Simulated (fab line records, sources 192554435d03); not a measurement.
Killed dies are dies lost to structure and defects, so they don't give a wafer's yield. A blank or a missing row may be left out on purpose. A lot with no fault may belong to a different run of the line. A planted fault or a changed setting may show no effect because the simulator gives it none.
Matching of chambers    flow n5_finfet    4 sister chambers for N5_BEOL_M3_ALD_84 on ald_metal-04
The step deposits TaN, pulse time 2 s, purge time 3 s, co reactant purge time 2 s. 4 wafers are shown with their chamber, then 7 later ones without.

## EACH WAFER AND ITS CHAMBER
wafer   chamber  heater_power_w (W)
L090.1  1        474
L090.4  0        435
L092.4  2        432
L092.5  3        418

## WAFERS WITH NO CHAMBER GIVEN
wafer   heater_power_w (W)
L092.6  441
L095.2  438
L095.3  477
L095.6  437
L096.3  406
L096.4  480
L096.5  441

## WHICH CHAMBER EACH WENT THROUGH
wafer   from the rows above      in truth
L092.6  can't be placed: 0 or 2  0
L095.2  can't be placed: 0 or 2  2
L095.3  1                        1
L095.6  can't be placed: 0 or 2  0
L096.3  3                        3
L096.4  1                        1
L096.5  can't be placed: 0 or 2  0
Correctly placed: 3 of 7. Can't be placed from these rows: 4 (the true chamber is among the candidates in 4). Wrongly placed: 0.
How it was worked out, from the rows above alone: a wafer's distance from a chamber is the root of the sum, over the readings, of the square of ((its reading less the chamber's mean) divided by the reading's scatter). If the next closest chamber is less than 2 further off than the closest, the wafer can't be placed; otherwise it belongs to the closest. A chamber's mean is the mean of its shown wafers. The scatter: root of mean squared gap, hidden wafer to nearest shown wafer, with one shown wafer a chamber.
